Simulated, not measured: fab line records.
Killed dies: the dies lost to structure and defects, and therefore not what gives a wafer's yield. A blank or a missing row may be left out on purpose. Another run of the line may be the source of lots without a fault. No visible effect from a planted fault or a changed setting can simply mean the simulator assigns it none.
Chamber matching -- flow n5Finfet -- N5_BEOL_M11_DESCUM_16 on rieDiel-03 has 4 sister chambers
The step chemistry O2, time 7.9 s. 4 wafers are shown with their chamber, then 7 later ones without.

== WAFERS WITH THEIR CHAMBER ==
wafer,chamber,showerheadPlenumPTorr (Torr)
L082.6,1,2.14
L080.4,3,2.14
L084.1,0,2.15
L084.3,2,2.04

== WAFERS WHOSE CHAMBER IS MISSING ==
wafer,showerheadPlenumPTorr (Torr)
L084.6,2.14
L094.2,2.03
L094.4,2.13
L094.6,2.03
L096.2,2.13
L096.4,2.13
L096.6,2.14

== CHAMBER TAKEN BY EACH ==
wafer,from the rows above,in truth
L084.6,can't be placed: 1 or 3 or 0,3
L094.2,2,2
L094.4,can't be placed: 1 or 3 or 0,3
L094.6,2,2
L096.2,can't be placed: 1 or 3 or 0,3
L096.4,can't be placed: 1 or 3 or 0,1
L096.6,can't be placed: 1 or 3 or 0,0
Correctly placed: 2 of 7. Not placeable from these rows: 5 (in 5, the candidates include the true chamber). 0 placed wrongly.
How it was worked out, from the rows above alone: a wafer's distance from a chamber is the root of the sum, over the readings, of the square of ((its reading less the chamber's mean) divided by the reading's scatter). The wafer belongs to the nearest chamber; if the next one is less than 2 further off, it can't be placed. Each chamber's mean is taken over the wafers shown for it. The scatter (one wafer shown for each chamber): square how far every hidden wafer sits from the nearest shown wafer, average those squares and take the square root.
